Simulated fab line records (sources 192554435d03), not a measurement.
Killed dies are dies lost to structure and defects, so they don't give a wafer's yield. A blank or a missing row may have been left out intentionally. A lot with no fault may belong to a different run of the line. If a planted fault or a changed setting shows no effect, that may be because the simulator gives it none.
fab line records ; flow n5_finfet
[record] lots = 4; wafers = 12; last_day = 18
route steps=1938 shown BEOL_M8@1392 BEOL_M9@1401 PASSIVATION@1936
lots untouched by any fault: they come from a run of this same line in which no faults occurred
start_h: hours from the record's opening day to when the first of the lot's shown wafers began ; wait_h: time in hours since the lot's previous step ; " identical to the entry in the row above ; L1.1+2: several wafers, shown together as one row ; - either no value or no given start ; * or withheld: withheld ; < > ~ a bound
route shown NAME@n: NAME is a module with steps in the file, n the number in the route of the first one ; usual: average and standard deviation across the fault-free wafers ; same: alike in all rows ; chamber/n: place in a boat ; sites: the reading at each site ; _std_site: their standard deviation ; _edge_site: outer sites' mean less inner sites' ; radius_mm: how far each site lies from the wafer's centre ; mask NAME#n: copy n ; behind: the last tool/chamber to shape the wafer ; hold: cause of the lot's hold/its duration in hours/its outcome ; device: whichever transistor did not switch (one of n, p or np) ; end of line: tests of these same wafers at the route's end ; step lacking rows: just its recipe ; killed: dies that structure and defects cost at the first sort, which is not the same as the wafer's yield ; map: per-die view of a wafer (x killed, . not killed, _ where there is no die)
set.NAME: the setting the step ran with; set.NAME@STEP: the setting that earlier step ran with ; model.NAME: the simulator's own value behind a step, which no gauge read
a table for each step, a row for each wafer; lots at some steps of the route
services: from which hour (start_h, from the record's first day; less than 0 if before it) a tool's chamber was out of use, for how many hours, and why
[[steps]]
[step N5_BEOL_M8_SPUTTER_48]
[recipe] material = Cu; target_thk_a = 100; temp_c = -20; bias_v = 60; power_w = 26000; chamber_pressure_pa = 0.13; time_s = 1.667
[step N5_BEOL_M8_ECD_50]
[recipe] material = Cu; target_thk_a = 3000
[step N5_BEOL_M8_ANNEAL_51]
[recipe] temp_c = 225; time_s = 90; ambient = N2
[step N5_BEOL_M8_CMP_52]
[recipe] stop_on = SiCOH_lowk; t_overpolish_s = 6.9; down_force_psi = 1; platen_rpm = 50; clearing_platen_down_force_psi = 1.5; clearing_platen_rpm = 50; post_cmp_clean = cu_alkaline; target_thk_nm = 80; clearing_platen_pad_velocity_m_s = 0.99484; pad_velocity_m_s = 0.99484
[step N5_BEOL_M8_PRE_CLEAN_55]
[recipe] gas = NH3; time_s = 15; temp_c = withheld; rf_power_w = 300
[step N5_BEOL_M8_DEP_56]
[recipe] material = SiCN; target_thk_a = 100; temp_c = withheld; precursor = 3MS/NH3; pressure_torr = 3; rf_w = 202; time_s = 17.5
[step N5_BEOL_M9_ILD_DEP_00]
[recipe] material = SiCOH_lowk; target_thk_a = 3085.1; temp_c = 300; precursor = DEMS/porogen; pressure_torr = 5; rf_w = 500; time_s = 58
[step N5_BEOL_M9_CURE_71]
[recipe] temp_c = 385; time_s = 240; ambient = He/Ar; material = SiCOH_lowk
[step N5_BEOL_M9_PECVD_70]
[recipe] material = SiO2; target_thk_a = 200; temp_c = 400; precursor = TEOS/O2; pressure_torr = 5.5; rf_w = 450; teos_flow_sccm = 53.8; gas = O2; flow_sccm = 3000; time_s = 22.7
[usual] heater_power_w = 703/130; rf_fwd_power_W = 445.5/1.8; showerhead_plenum_p_Torr = 8.75/0.058; susceptor_temp_C = 400.03/0.24; throttle_valve_pct = 22.8/0.96
lot.wafer;tool;chamber;start_h;wait_h;heater_power_w;rf_fwd_power_W;showerhead_plenum_p_Torr;susceptor_temp_C;throttle_valve_pct;model.SiO2_of_BEOL_M9_PECVD_70.thk_nm
L216.1;pecvd-03;2;332.43;0.0;557;444.7;8.85;399.95;22.7;20
L216.4;pecvd-03;2;332.43;0.0;541;441.3;8.86;400.03;22.8;20.2
L216.5;pecvd-03;0;332.43;0.0;782;445.0;8.77;399.52;21.7;20.2
L222.1;pecvd-03;0;360.80;0.0;640;447.6;8.81;376.93;21.8;22.8
L222.2;pecvd-03;2;360.80;0.0;408;442.1;8.83;377.21;23.1;23
L222.4;pecvd-03;2;360.80;0.0;418;442.1;8.84;377.01;23.0;23.2
L224.2;pecvd-03;0;361.18;0.0;568;445.7;8.78;376.88;21.6;22.8
L224.3;pecvd-03;0;361.18;0.0;573;445.7;8.79;376.78;21.8;23.2
L224.5;pecvd-03;2;361.18;0.0;431;443.1;8.84;377.12;22.8;23
L226.1;pecvd-02;0;367.32;0.0;828;446.5;8.74;399.65;22.9;19.8
L226.2;pecvd-02;2;367.32;0.0;561;443.0;8.76;400.27;20.9;19.6
L226.4;pecvd-02;1;367.32;0.0;607;445.2;8.67;400.05;24.0;20.4
[step N5_BEOL_M9_HM_DEP_02]
[recipe] material = TiN; target_thk_a = 200; temp_c = 25; chamber_pressure_pa = 0.49996
[step N5_BEOL_M9_COAT_59]
[recipe] resist = SOC; temp_c = 250; time_s = 60; spin_rpm = 1500; resist_thk_nm = 100
[step N5_BEOL_M9_COAT_60]
[recipe] resist = SiARC; temp_c = 220; time_s = 60; spin_rpm = 1500; resist_thk_nm = 30
[step N5_BEOL_M9_COAT_05]
[recipe] resist = CAR-ArF; spin_rpm = 1500; resist_thk_nm = 90
[step N5_BEOL_M9_EBR_07]
[recipe] solvent = PGMEA; ebr_width_mm = 1.5
[step N5_BEOL_M9_SOFTBAKE_06]
[recipe] temp_c = 110; time_s = 60; resist = CAR-ArF
[step N5_BEOL_M9_EXPOSE_08]
[recipe] mask_id = M9; na = 1.35; source_shape = dipole; sigma_inner = 0.411; sigma_outer = 0.611; polarization = te; dose_mj = 53.75
[step N5_BEOL_M9_PEB_09]
[recipe] peb_temp_c = withheld; peb_time_s = 60; resist = CAR-ArF
[step N5_BEOL_M9_DEVELOP_10]
[recipe] develop_time_s = 30; developer = TMAH; resist = CAR-ArF; rinse_liquid = diw; dry = air_spin; dev_temp_c = 23
[step N5_BEOL_M9_DESCUM_16]
[recipe] chemistry = O2; time_s = 7.9; source_power_w = 50; bias_power_w = 20; pressure_mtorr = 20; rf_frequency_hz = 2.712e+07; temp_c = 40; resist = CAR-ArF; o2_flow_sccm = 225
[step N5_BEOL_M9_ETCH_61]
[recipe] chemistry = CF4; target = SiARC; target_depth_a = 390; mask_material = CAR-ArF; time_s = 65; ion_energy_ev = 80; pressure_mtorr = 40; source_w = 545; bias_w = 36; Ar_flow_sccm = 100; cf4_flow_sccm = 100; ends = cleared
[step N5_BEOL_M9_ETCH_62]
[recipe] chemistry = N2/H2; target = SOC; target_depth_a = 1100; overetch_a = 220; mask_material = SiARC; temp_c = 40; time_s = 165; ion_energy_ev = 200; pressure_mtorr = 30; source_w = 840; bias_w = 150; n2_flow_sccm = 200; h2_flow_sccm = 200
[step N5_BEOL_M9_STRIP_68]
[recipe] chemistry = N2/H2; temp_c = 40; n2_flow_sccm = 200; h2_flow_sccm = 200; rf_frequency_hz = 6e+07
[step N5_BEOL_M9_STRIP_67]
[recipe] chemistry = CF4; resist = SiARC; power_w = 300; bias_power_w = 75; pressure_mtorr = 50; cf4_flow_sccm = 150; rf_frequency_hz = 6e+07
[step N5_BEOL_M9_HM_OPEN_17]
[recipe] chemistry = Cl2/BCl3; target_depth_a = 200; overetch_a = 60; target = TiN; mask_material = SOC; ion_energy_ev = 150; pressure_mtorr = 10; icp_w = 1000; bias_w = 126; Cl2_flow_sccm = 53.25; bcl3_flow_sccm = 21.75; Ar_flow_sccm = 25
[step N5_BEOL_M9_STRIP_19]
[recipe] chemistry = O2; power_w = 400; temp_c = 40; pressure_mtorr = 30; rf_frequency_hz = 6e+07; bias_power_w = 0; overash_fraction = 0.2; o2_flow_sccm = 225
[step N5_BEOL_M9_COAT_63]
[recipe] resist = SOC; temp_c = 250; time_s = 60; spin_rpm = 1500; resist_thk_nm = 60
[step N5_BEOL_M9_COAT_64]
[recipe] resist = SiARC; temp_c = 220; time_s = 60; spin_rpm = 1500; resist_thk_nm = 12
[step N5_BEOL_M9_COAT_75]
[recipe] resist = underlayer; temp_c = 205; time_s = 60; spin_rpm = 1500; resist_thk_nm = 5
[step N5_BEOL_M9_COAT_22]
[recipe] resist = CAR-EUV; spin_rpm = 1500; resist_thk_nm = 30
[step N5_BEOL_M9_EBR_24]
[recipe] solvent = PGMEA; ebr_width_mm = 1.5
[step N5_BEOL_M9_SOFTBAKE_23]
[recipe] temp_c = 110; time_s = 60; resist = CAR-EUV
[step N5_BEOL_M9_EXPOSE_25]
[recipe] mask_id = V8; na = 0.33; source_shape = annular; sigma_inner = 0.4; sigma_outer = 0.8; polarization = unpolarized; dose_mj = 37.25
[step N5_BEOL_M9_PEB_26]
[recipe] peb_temp_c = 100; peb_time_s = 60; resist = CAR-EUV
[step N5_BEOL_M9_DEVELOP_27]
[recipe] develop_time_s = 30; developer = TMAH; resist = CAR-EUV; rinse_liquid = surfactant_rinse; dry = air_spin; dev_temp_c = 23
[step N5_BEOL_M9_HM_STRIP_39]
[recipe] chemistry = peroxide_tin_strip; material = TiN; target_depth_a = 250; temp_c = 50; time_s = 158
lot.wafer;tool;chamber;start_h;wait_h;model.SiO2_of_BEOL_M9_PECVD_70.thk_nm
L216.1;wet_bench-05;1;339.56;0.0;19.8
L216.4;wet_bench-05;3;339.56;0.0;20.2
L216.5;wet_bench-05;6;339.56;0.0;20
L222.1;wet_bench-04;2;366.76;0.0;22.6
L222.2;wet_bench-04;7;366.76;0.0;22.8
L222.4;wet_bench-04;4;366.76;0.0;23
L224.2;wet_bench-06;0;366.79;0.0;22.6
L224.3+5;wet_bench-06;1,4;366.79;0.0;23
L226.1;wet_bench-06;0;370.39;0.0;19.6
L226.2;wet_bench-06;7;370.39;0.0;19.4
L226.4;wet_bench-06;2;370.39;0.0;20.2
[step N5_BEOL_M9_CMP_52]
[recipe] stop_on = SiCOH_lowk; t_overpolish_s = 7; down_force_psi = 1; platen_rpm = 50; clearing_platen_down_force_psi = 1.5; clearing_platen_rpm = 50; post_cmp_clean = cu_alkaline; target_thk_nm = 140; clearing_platen_pad_velocity_m_s = 0.99484; pad_velocity_m_s = 0.99484
[usual] barrier_field_endpoint_s = 29.1/0.69; clearing_platen_down_force_psi = 1.500/0.003; motor_current_A = 5.9/0.53
lot.wafer;tool;chamber;start_h;wait_h;barrier_field_endpoint_s;clearing_platen_down_force_psi;motor_current_A
L216.4;cmp-03;0;342.61;0.1;29.4;1.499;5.7
L216.1;cmp-03;1;342.61;0.1;29.0;1.496;5.4
L216.5;cmp-03;1;342.61;0.1;29.5;1.500;5.4
L224.2;cmp-03;2;369.13;0.2;32.7;1.499;5.9
L224.3;cmp-03;1;369.13;0.2;33.2;1.504;5.1
L224.5;cmp-03;2;369.13;0.2;31.9;1.494;5.2
L222.4;cmp-03;0;369.40;0.1;32.6;1.500;5.2
L222.1;cmp-03;1;369.40;0.1;33.5;1.502;5.2
L222.2;cmp-03;2;369.40;0.1;32.6;1.493;6.0
L226.1;cmp-02;3;373.97;0.3;28.6;1.504;5.5
L226.2;cmp-02;1;373.97;0.3;27.5;1.503;6.2
L226.4;cmp-02;2;373.97;0.3;28.4;1.502;6.9
[step N5_PASSIVATION_PROBE_49]
[usual] defect_limited_yield = 91.2/1.4; killed_at_M0_to_M3 = 36/11; killed_at_M4_up = 14/5.6; killed_at_contacts = 12/5.9; killed_at_front_end = 38/13; killed_at_other = 3.5/2.7; killed_dies = 104/17; killed_open = 68/12; killed_short = 34/8.2; sort_bin_5_function = 5.1/0.95; sort_bin_6_memory = 3.3/0.7; sort_n_pass = 1076/17; sort_yield_pct = 91.2/1.4
[same] gross_dies = 1180; killed_at_back_side = 0; sort_bin_4_leakage[%] = 0; sort_bin_8_speed[%] = 0
lot.wafer;tool;chamber;start_h;wait_h;defect_limited_yield[%];killed_at_M0_to_M3;killed_at_M4_up;killed_at_contacts;killed_at_front_end;killed_at_other;killed_dies;killed_open;killed_short;sort_bin_5_function[%];sort_bin_6_memory[%];sort_n_pass;sort_yield_pct[%]
L222.1;prober-02;-;429.54;0.0;93.5;33;9;8;27;0;77;51;25;3.1;3.3;1103;93.5
L222.2;prober-02;-;429.59;0.1;93.1;20;12;6;40;3;81;57;23;4.2;2.7;1099;93.1
L222.4;prober-02;-;429.69;0.2;92.2;21;25;18;28;0;92;67;24;5.0;2.5;1088;92.2
// killed by level:class
L222.1 BEOL_M1:geometric_particle:open=11 STI_FIN_REVEAL:geometric_particle:open=10 BEOL_M0_SAQP:geometric_particle:short=7 MOL_CONTACT_COAG:geometric_particle:open=6 BEOL_M4:geometric_particle:open=6 BEOL_M2:geometric_particle:open=4 BEOL_M3:geometric_particle:open=4 GATE_CUT:geometric_particle:short=3
L222.2 STI_FIN_REVEAL:geometric_particle:open=15 BEOL_M4:geometric_particle:open=7 MOL_CONTACT_COAG:geometric_particle:open=5 BEOL_M0_SAQP:geometric_particle:open=5 FIN_SAQP:geometric_particle:short=4 FIN_SAQP:geometric_particle:open=4 STI_FIN_REVEAL:geometric_particle:short=4 BEOL_M2:geometric_particle:open=4
L222.4 MOL_CONTACT_COAG:geometric_particle:open=16 BEOL_M4:geometric_particle:open=14 STI_FIN_REVEAL:geometric_particle:open=11 BEOL_M3:geometric_particle:open=6 STI_FIN_REVEAL:geometric_particle:short=5 BEOL_M0_SAQP:geometric_particle:open=4 BEOL_M0_SAQP:geometric_particle:short=4 GATE_CUT:geometric_particle:short=3
[[services]]
tool;chamber;start_h;hours;kind
wet_bench-04;-;316.13;1.8;repair
pecvd-03;1;354.75;3.0;repair
pecvd-03;1;359.84;-;clean
pecvd-03;1;359.84;29.5;scheduled_down
pecvd-03;1;359.84;29.5;vent_cycle
wet_bench-04;-;364.63;1.9;pm
cmp-02;-;367.00;6.2;repair
cmp-03;-;370.39;4.0;pm
[[key]]
[first_sign] step = N5_BEOL_M9_PECVD_70; reading = susceptor_temp_C; direction = down; sigmas = 96; usual = *; struck = *
[effect] step = N5_BEOL_M9_CMP_52; reading = barrier_field_endpoint_s; direction = up; sigmas = 5.3; usual = 29.1; struck = 32.7
[model_effect] step = N5_BEOL_M9_PECVD_70; value = SiO2_of_BEOL_M9_PECVD_70.thk_nm; without = 20.03; struck = 23
[model_effect] step = N5_BEOL_M9_HM_STRIP_39; value = SiO2_of_BEOL_M9_PECVD_70.thk_nm; without = 19.87; struck = 22.83
met_at N5_BEOL_M9_PECVD_70
struck_wafers L222.1,L222.2,L222.4,L224.2,L224.3,L224.5
onset_between 332.43 360.80
[fault] kind = process_parameter_drift; tool = pecvd-03; chamber = -; onset_h = 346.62; steps = N5_BEOL_M9_PECVD_70; channel = temp_c; offset = *; shape = step; end_h = 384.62; acts_in = *; stated = *
